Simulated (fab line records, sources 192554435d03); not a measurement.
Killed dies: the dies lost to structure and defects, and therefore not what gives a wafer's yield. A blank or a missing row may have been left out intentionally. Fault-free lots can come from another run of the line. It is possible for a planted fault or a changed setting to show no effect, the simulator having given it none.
Split-lot trial ; flow n5_finfet ; 7 lots, 39 wafers read, on a route of 1938 steps

== THE SPLIT ITSELF ==
At N5_DUMMY_GATE_ETCH_31 (etches SiO2 in C4F6/O2, target depth 82.5 nm, time 27.5 s), the setting target_depth_a was moved away from the recipe's 825 angstrom on 9 of the 39 wafers read, by -11.1% to +12.0%. All remaining wafers had this setting at the recipe value.

The split's own step is where the reading is taken.

== THE READING ==
SOC_of_DUMMY_GATE_COAT_34.thk_nm (the simulator's own value, which no gauge read), in nm, at N5_DUMMY_GATE_ETCH_31 (etches SiO2 in C4F6/O2, target depth 82.5 nm, time 27.5 s). No usual value for it is given in the file. Here, 30 wafers ran the recipe; their average is 51.8 nm with a standard deviation of 0.17 nm.

wafer;tool, chamber at the split;target_depth_a as run, angstrom;against the recipe;SOC_of_DUMMY_GATE_COAT_34.thk_nm, nm;against lot-mates on the recipe
L074.1;rie_diel-02, 2;825;recipe;51.6;-
L074.2;rie_diel-02, 3;825;recipe;51.8;-
L074.3;rie_diel-02, 0;825;recipe;52;-
L074.4;rie_diel-02, 1;825;recipe;52;-
L074.5;rie_diel-02, 3;825;recipe;51.8;-
L074.6;rie_diel-02, 2;825;recipe;52;-
L080.2;rie_diel-05, 0;825;recipe;51.8;-
L080.4;rie_diel-05, 2;825;recipe;51.8;-
L080.6;rie_diel-05, 1;825;recipe;51.6;-
L084.1;rie_diel-05, 3;825;recipe;52.2;-
L084.2;rie_diel-05, 1;825;recipe;52;-
L084.3;rie_diel-05, 0;924.3;+12.0%;51;-1.1
L084.4;rie_diel-05, 2;924.3;+12.0%;51.2;-0.9
L084.5;rie_diel-05, 0;924.3;+12.0%;51.2;-0.9
L084.6;rie_diel-05, 1;825;recipe;52;-
L087.1;rie_diel-05, 0;825;recipe;51.6;-
L087.2;rie_diel-05, 3;825;recipe;51.8;-
L087.3;rie_diel-05, 1;825;recipe;51.6;-
L087.4;rie_diel-05, 2;825;recipe;51.8;-
L087.5;rie_diel-05, 0;825;recipe;51.8;-
L087.6;rie_diel-05, 1;825;recipe;51.6;-
L092.1;rie_diel-02, 3;825;recipe;51.8;-
L092.2;rie_diel-02, 2;825;recipe;52;-
L092.3;rie_diel-02, 0;825;recipe;51.8;-
L092.4;rie_diel-02, 0;825;recipe;52;-
L092.5;rie_diel-02, 3;825;recipe;51.8;-
L092.6;rie_diel-02, 2;825;recipe;51.8;-
L093.1;rie_diel-05, 3;733.4;-11.1%;53;+1.3
L093.2;rie_diel-05, 0;825;recipe;51.6;-
L093.3;rie_diel-05, 1;825;recipe;51.6;-
L093.4;rie_diel-05, 2;733.4;-11.1%;53;+1.3
L093.5;rie_diel-05, 0;825;recipe;52;-
L093.6;rie_diel-05, 1;733.4;-11.1%;52.8;+1.1
L095.1;rie_diel-05, 2;882.5;+7.0%;51.4;-0.5
L095.2;rie_diel-05, 0;882.5;+7.0%;51.4;-0.5
L095.3;rie_diel-05, 1;825;recipe;51.6;-
L095.4;rie_diel-05, 3;825;recipe;52;-
L095.5;rie_diel-05, 3;882.5;+7.0%;51.6;-0.3
L095.6;rie_diel-05, 2;825;recipe;52;-

THE FIT
A straight line over all 39 wafers: SOC_of_DUMMY_GATE_COAT_34.thk_nm changes by -0.0743 nm for each +1% of target_depth_a; r = -0.90; the points scatter about the line by 0.19 nm.
The same after taking each lot's own level away (the mean of its wafers on the recipe; 39 wafers): -0.0874 nm for each +1%; r = -0.95; scatter 0.15 nm.
Per that fit: largest target_depth_a move, reading shift of 1.1 nm.
The span of the lots' own levels, 51.70 to 52.07 nm, comes to 2.2 times the standard deviation stated above.
In other words, the slope is changed by the lot-to-lot level; the two fits disagree.
Check: for one of the wafers moved furthest among these (+12.0%), held out of the fit, the line's prediction against its lot-mates is -0.998 nm. Against them it came out at -1.07 nm.

== FURTHER SPLITS ON THESE WAFERS ==
Note: prior to the reading, these wafers also went through further splits. Each is held against what the fit with the lots' levels taken away leaves over:
other split on the same wafers;wafers away from the commonest value;r with SOC_of_DUMMY_GATE_COAT_34.thk_nm (lot level and that fit taken away)
N5_FIN_CUT_ETCH_21 time_s;15;-0.24
N5_FIN_CUT_CUT_ETCH_26 source_w;12;-0.03

== THE WHOLE CHAIN: every reading that the file lists as answering this split, in the file's order ==
step;what it does;reading;change (the file's fit);r (the file's)
N5_DUMMY_GATE_ETCH_31;etches SiO2 in C4F6/O2, target depth 82.5 nm, time 27.5 s;etch.depth_nm (the simulator's own value, which no gauge read);+0.84 nm for each +1% of the setting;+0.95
N5_DUMMY_GATE_ETCH_31;etches SiO2 in C4F6/O2, target depth 82.5 nm, time 27.5 s;SOC_of_DUMMY_GATE_COAT_34.thk_nm (the simulator's own value, which no gauge read);-0.0863 nm for each +1% of the setting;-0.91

== FILE'S OWN FIT ==
SOC_of_DUMMY_GATE_COAT_34.thk_nm changes by -0.0863 nm for each +1% of target_depth_a, r = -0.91.
